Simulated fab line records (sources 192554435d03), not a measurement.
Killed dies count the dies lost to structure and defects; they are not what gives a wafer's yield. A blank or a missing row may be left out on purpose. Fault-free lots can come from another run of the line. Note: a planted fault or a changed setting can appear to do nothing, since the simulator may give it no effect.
Chamber matching / flow n5 finfet / N5_HKMG_FIN_ALD_91 on ald metal-03: 4 sister chambers
The step deposits TiN, target thk 1 nm, pulse time 1 s, purge time 3 s. 8 wafers are shown with their chamber, then 12 later ones without.

== WAFERS WITH THEIR CHAMBER ==
wafer=L085.6; chamber=3; heater power w (W)=889; precursor pulse height rel=0.981
wafer=L086.5; chamber=3; heater power w (W)=888; precursor pulse height rel=1.009
wafer=L087.1; chamber=0; heater power w (W)=996; precursor pulse height rel=0.975
wafer=L087.4; chamber=1; heater power w (W)=772; precursor pulse height rel=1.010
wafer=L087.5; chamber=0; heater power w (W)=995; precursor pulse height rel=1.011
wafer=L088.1; chamber=2; heater power w (W)=964; precursor pulse height rel=0.987
wafer=L088.3; chamber=1; heater power w (W)=775; precursor pulse height rel=1.021
wafer=L088.6; chamber=2; heater power w (W)=974; precursor pulse height rel=0.991

== WAFERS WHOSE CHAMBER IS MISSING ==
wafer=L093.2; heater power w (W)=784; precursor pulse height rel=0.956
wafer=L093.4; heater power w (W)=970; precursor pulse height rel=1.027
wafer=L093.5; heater power w (W)=892; precursor pulse height rel=0.983
wafer=L094.2; heater power w (W)=969; precursor pulse height rel=0.972
wafer=L094.4; heater power w (W)=771; precursor pulse height rel=0.984
wafer=L094.6; heater power w (W)=973; precursor pulse height rel=0.977
wafer=L096.2; heater power w (W)=865; precursor pulse height rel=1.059
wafer=L096.4; heater power w (W)=773; precursor pulse height rel=0.951
wafer=L096.6; heater power w (W)=987; precursor pulse height rel=1.000
wafer=L097.4; heater power w (W)=790; precursor pulse height rel=1.004
wafer=L097.5; heater power w (W)=995; precursor pulse height rel=1.006
wafer=L097.6; heater power w (W)=885; precursor pulse height rel=0.975

== THE CHAMBER EACH PASSED THROUGH ==
wafer=L093.2; from the rows above=1; in truth=1
wafer=L093.4; from the rows above=2; in truth=2
wafer=L093.5; from the rows above=3; in truth=3
wafer=L094.2; from the rows above=2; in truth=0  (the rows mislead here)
wafer=L094.4; from the rows above=1; in truth=1
wafer=L094.6; from the rows above=2; in truth=2
wafer=L096.2; from the rows above=3; in truth=3
wafer=L096.4; from the rows above=1; in truth=1
wafer=L096.6; from the rows above=0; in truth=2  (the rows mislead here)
wafer=L097.4; from the rows above=1; in truth=1
wafer=L097.5; from the rows above=0; in truth=0
wafer=L097.6; from the rows above=3; in truth=3
Placed correctly: 10 of 12. Number that these rows cannot place: 0. 2 placed wrongly.
How it was worked out, from the rows above alone: a wafer's distance from a chamber is the root of the sum, over the readings, of the square of ((its reading less the chamber's mean) divided by the reading's scatter). If the next closest chamber is less than 2 further off than the closest, the wafer can't be placed; otherwise it belongs to the closest. A chamber's mean is the mean of its shown wafers. How the scatter is found: for the shown wafers, subtract from each reading the mean of its chamber, square and add these, divide the total by (wafers less chambers), then take the root.
